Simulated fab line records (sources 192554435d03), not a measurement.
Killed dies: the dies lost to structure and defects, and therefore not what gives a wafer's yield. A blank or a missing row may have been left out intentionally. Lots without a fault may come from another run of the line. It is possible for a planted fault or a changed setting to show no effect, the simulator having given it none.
Chamber matching :: flow n5Finfet :: N5_BEOL_M4_STRIP_66 on rieDiel-04: 4 sister chambers
The step strips in CF4. 4 wafers are shown with their chamber, then 8 later ones without.

EACH WAFER AND ITS CHAMBER
wafer: L089.1
chamber: 1
drypumpMotorCurrentA (A): 5.2

wafer: L090.3
chamber: 2
drypumpMotorCurrentA (A): 5.8

wafer: L090.6
chamber: 0
drypumpMotorCurrentA (A): 5.6

wafer: L093.1
chamber: 3
drypumpMotorCurrentA (A): 5.3

WAFERS WITHOUT THEIR CHAMBER
wafer: L093.4
drypumpMotorCurrentA (A): 5.2

wafer: L093.6
drypumpMotorCurrentA (A): 5.6

wafer: L095.3
drypumpMotorCurrentA (A): 5.6

wafer: L095.5
drypumpMotorCurrentA (A): 5.7

wafer: L095.6
drypumpMotorCurrentA (A): 5.2

wafer: L097.1
drypumpMotorCurrentA (A): 5.4

wafer: L097.5
drypumpMotorCurrentA (A): 5.3

wafer: L097.6
drypumpMotorCurrentA (A): 5.2

WHICH CHAMBER EACH WENT THROUGH
wafer: L093.4
from the rows above: can't be placed: 1 or 3
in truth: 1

wafer: L093.6
from the rows above: 0
in truth: 0

wafer: L095.3
from the rows above: 0
in truth: 0

wafer: L095.5
from the rows above: can't be placed: 2 or 0
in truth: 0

wafer: L095.6
from the rows above: can't be placed: 1 or 3
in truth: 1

wafer: L097.1
from the rows above: can't be placed: 3 or 0 or 1
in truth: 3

wafer: L097.5
from the rows above: can't be placed: 3 or 1
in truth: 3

wafer: L097.6
from the rows above: can't be placed: 1 or 3
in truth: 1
Placed correctly: 2 of 8. Cannot be placed on the basis of these rows: 6; the candidates contain the true chamber in 6. 0 placed wrongly.
How it was worked out, from the rows above alone: a wafer's distance from a chamber is the root of the sum, over the readings, of the square of ((its reading less the chamber's mean) divided by the reading's scatter). If the next closest chamber is less than 2 further off than the closest, the wafer can't be placed; otherwise it belongs to the closest. For every chamber, the mean is computed from those of its wafers that are shown. The scatter: with one shown wafer a chamber, the root of the mean of the squares of how far each hidden wafer lies from its nearest shown one.
